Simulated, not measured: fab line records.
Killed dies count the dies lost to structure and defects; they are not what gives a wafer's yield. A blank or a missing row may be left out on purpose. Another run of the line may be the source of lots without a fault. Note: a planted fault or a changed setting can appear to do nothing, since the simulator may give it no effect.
Matching of chambers ; flow n5-finfet ; N5_BEOL_M3_STRIP_19 on rie-diel-03: 4 sister chambers
The step strips in O2. 4 wafers are shown with their chamber, then 9 later ones without.

## WAFERS, EACH WITH ITS CHAMBER
wafer;chamber;showerhead-plenum-p-Torr (Torr)
L087.4;3;2.23
L089.1;1;1.99
L089.2;2;2.11
L089.4;0;2.09

## WAFERS MISSING THEIR CHAMBER
wafer;showerhead-plenum-p-Torr (Torr)
L091.3;2.08
L091.4;1.99
L091.6;2.11
L095.1;2.08
L095.2;2.22
L095.3;2.11
L096.1;2.22
L096.3;1.99
L096.4;1.99

## EACH ONE'S CHAMBER
wafer;from the rows above;in truth
L091.3;0;0
L091.4;1;1
L091.6;2;2
L095.1;0;0
L095.2;3;3
L095.3;2;2
L096.1;3;3
L096.3;1;1
L096.4;1;1
Correct placement for 9 of the 9. Not placeable from these rows: 0. Placed wrongly: 0.
How it was worked out, from the rows above alone: a wafer's distance from a chamber is the root of the sum, over the readings, of the square of ((its reading less the chamber's mean) divided by the reading's scatter). The wafer belongs to the nearest chamber; if the next one is less than 2 further off, it can't be placed. A chamber's mean is the mean of its shown wafers. The scatter: root of mean squared gap, hidden wafer to nearest shown wafer, with one shown wafer a chamber.
